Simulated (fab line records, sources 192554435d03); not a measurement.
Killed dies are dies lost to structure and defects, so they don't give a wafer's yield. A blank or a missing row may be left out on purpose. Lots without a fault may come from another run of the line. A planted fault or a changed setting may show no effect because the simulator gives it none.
Split-lot experiment | flow n5_finfet | 7 lots, 21 wafers read, on a route of 1938 steps

THE SPLIT
At N5_BEOL_M9_COAT_64 (time 60 s, resist thk 12 nm), the setting spin_rpm was moved away from the recipe's 1500 rpm on 6 of the 21 wafers read, by -9.3% to +10.0%. The other wafers ran this setting at the recipe's value.

FROM THE SPLIT TO THE READING: what the file shows between them, 5 steps
- N5_BEOL_M9_COAT_75: time 60 s, resist thk 5 nm (also split here: time_s)
- N5_BEOL_M9_COAT_22: resist thk 30 nm
- N5_BEOL_M9_EBR_24
- N5_BEOL_M9_DESCUM_33: chemistry O2, time 7 s
- N5_BEOL_M9_ETCH_76: etches underlayer in N2/H2, target depth 6.5 nm, time 5.2 s

THE READING
CAR-EUV_of_BEOL_M9_COAT_22.thk_nm (the simulator's own value, which no gauge read), in nm, at N5_BEOL_M9_ETCH_65 (etches SiARC in CF4, target depth 15.6 nm, time 26 s). The file gives no usual value for it. The 15 wafers here that ran the recipe average 11.2 nm, standard deviation 0.11 nm.

wafer  | tool, chamber at the split | spin_rpm as run, rpm | against the recipe | CAR-EUV_of_BEOL_M9_COAT_22.thk_nm, nm | against lot-mates on the recipe
L080.2 | litho_track-04, 0          | 1571                 | +4.7%              | 11.4                                  | +0.2
L080.3 | litho_track-04, 0          | 1500                 | recipe             | 11.2                                  | -
L080.4 | litho_track-04, 0          | 1500                 | recipe             | 11.2                                  | -
L085.3 | litho_track-05, 0          | 1500                 | recipe             | 11.2                                  | -
L085.5 | litho_track-05, 0          | 1500                 | recipe             | 11.2                                  | -
L085.6 | litho_track-05, 0          | 1374                 | -8.4%              | 10.6                                  | -0.6
L088.2 | litho_track-03, 0          | 1500                 | recipe             | 11.2                                  | -
L088.3 | litho_track-03, 0          | 1500                 | recipe             | 11.2                                  | -
L088.5 | litho_track-03, 0          | 1456                 | -2.9%              | 11                                    | -0.2
L089.3 | litho_track-03, 0          | 1500                 | recipe             | 11.2                                  | -
L089.4 | litho_track-03, 0          | 1398                 | -6.8%              | 10.8                                  | -0.3
L089.6 | litho_track-03, 0          | 1500                 | recipe             | 11                                    | -
L091.2 | litho_track-03, 0          | 1500                 | recipe             | 11                                    | -
L091.5 | litho_track-03, 0          | 1500                 | recipe             | 11                                    | -
L091.6 | litho_track-03, 0          | 1500                 | recipe             | 11.2                                  | -
L090.1 | litho_track-05, 0          | 1650                 | +10.0%             | 11.6                                  | +0.3
L090.4 | litho_track-05, 0          | 1500                 | recipe             | 11.4                                  | -
L090.5 | litho_track-05, 0          | 1500                 | recipe             | 11.2                                  | -
L095.1 | litho_track-03, 0          | 1360                 | -9.3%              | 10.6                                  | -0.5
L095.2 | litho_track-03, 0          | 1500                 | recipe             | 11                                    | -
L095.4 | litho_track-03, 0          | 1500                 | recipe             | 11.2                                  | -

THE FIT
A straight line over all 21 wafers: CAR-EUV_of_BEOL_M9_COAT_22.thk_nm changes by +0.0544 nm for each +1% of spin_rpm; r = +0.91; the points scatter about the line by 0.1 nm.
The same after taking each lot's own level away (the mean of its wafers on the recipe; 21 wafers): +0.0477 nm for each +1%; r = +0.91; scatter 0.09 nm.
On that fit, the largest move of spin_rpm shifts the reading by 0.48 nm.
The lots' own levels span 11.07 to 11.30 nm, that is 2.2 times the standard deviation above.
So the lot-to-lot level changes the slope: the two fits differ.
Check: with one of the wafers moved furthest among these (+10.0%) left out of the fit, the line predicts +0.553 nm for it against its lot-mates. It came out at +0.3 nm against them.

OTHER SPLITS ON THESE WAFERS
These wafers also went through other splits before the reading. Each is held against what the fit with the lots' levels taken away leaves over:
other split on the same wafers | wafers away from the commonest value | r with CAR-EUV_of_BEOL_M9_COAT_22.thk_nm (lot level and that fit taken away)
N5_BEOL_M9_COAT_75 time_s      | 5                                    | +0.02

THE WHOLE CHAIN: every reading that the file lists as answering this split, in the file's order
step               | what it does                                         | reading                                                                            | change (the file's fit)                | r (the file's)
N5_BEOL_M9_COAT_64 | time 60 s, resist thk 12 nm                          | SiARC_of_BEOL_M9_COAT_64.thk_nm (the simulator's own value, which no gauge read)   | -0.0664 nm for each +1% of the setting | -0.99
N5_BEOL_M9_ETCH_65 | etches SiARC in CF4, target depth 15.6 nm, time 26 s | etch.depth_nm (the simulator's own value, which no gauge read)                     | -0.0606 nm for each +1% of the setting | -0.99
N5_BEOL_M9_ETCH_65 | etches SiARC in CF4, target depth 15.6 nm, time 26 s | CAR-EUV_of_BEOL_M9_COAT_22.thk_nm (the simulator's own value, which no gauge read) | +0.0486 nm for each +1% of the setting | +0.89

THE FILE'S OWN FIT
CAR-EUV_of_BEOL_M9_COAT_22.thk_nm changes by +0.0486 nm for each +1% of spin_rpm, r = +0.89.
